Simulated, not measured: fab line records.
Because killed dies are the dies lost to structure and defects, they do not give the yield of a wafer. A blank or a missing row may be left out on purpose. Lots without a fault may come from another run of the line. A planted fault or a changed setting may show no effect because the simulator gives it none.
Matching of chambers / flow n5 finfet / N5_BEOL_M0_CUTY_DESCUM_61 on rie diel-05 has 4 sister chambers
The step chemistry O2, time 7.9 s. 4 wafers are shown with their chamber, then 10 later ones without.

## EACH WAFER AND ITS CHAMBER
wafer=L080.3; chamber=3; showerhead plenum p Torr (Torr)=2.03
wafer=L085.3; chamber=0; showerhead plenum p Torr (Torr)=2.21
wafer=L087.1; chamber=2; showerhead plenum p Torr (Torr)=2.17
wafer=L087.4; chamber=1; showerhead plenum p Torr (Torr)=2.10

## WAFERS WITHOUT THEIR CHAMBER
wafer=L087.6; showerhead plenum p Torr (Torr)=2.17
wafer=L092.1; showerhead plenum p Torr (Torr)=2.20
wafer=L092.2; showerhead plenum p Torr (Torr)=2.02
wafer=L092.6; showerhead plenum p Torr (Torr)=2.20
wafer=L094.1; showerhead plenum p Torr (Torr)=2.02
wafer=L094.2; showerhead plenum p Torr (Torr)=2.09
wafer=L094.3; showerhead plenum p Torr (Torr)=2.16
wafer=L095.4; showerhead plenum p Torr (Torr)=2.09
wafer=L095.5; showerhead plenum p Torr (Torr)=2.09
wafer=L095.6; showerhead plenum p Torr (Torr)=2.16

## EACH ONE'S CHAMBER
wafer=L087.6; from the rows above=2; in truth=2
wafer=L092.1; from the rows above=0; in truth=0
wafer=L092.2; from the rows above=3; in truth=3
wafer=L092.6; from the rows above=0; in truth=0
wafer=L094.1; from the rows above=3; in truth=3
wafer=L094.2; from the rows above=1; in truth=1
wafer=L094.3; from the rows above=2; in truth=2
wafer=L095.4; from the rows above=1; in truth=1
wafer=L095.5; from the rows above=1; in truth=1
wafer=L095.6; from the rows above=2; in truth=2
Placed correctly: 10 of 10. Number that these rows cannot place: 0. 0 placed wrongly.
How it was worked out, from the rows above alone: a wafer's distance from a chamber is the root of the sum, over the readings, of the square of ((its reading less the chamber's mean) divided by the reading's scatter). If the next closest chamber is less than 2 further off than the closest, the wafer can't be placed; otherwise it belongs to the closest. Each chamber's mean is taken over the wafers shown for it. The scatter (one wafer shown for each chamber): square how far every hidden wafer sits from the nearest shown wafer, average those squares and take the square root.
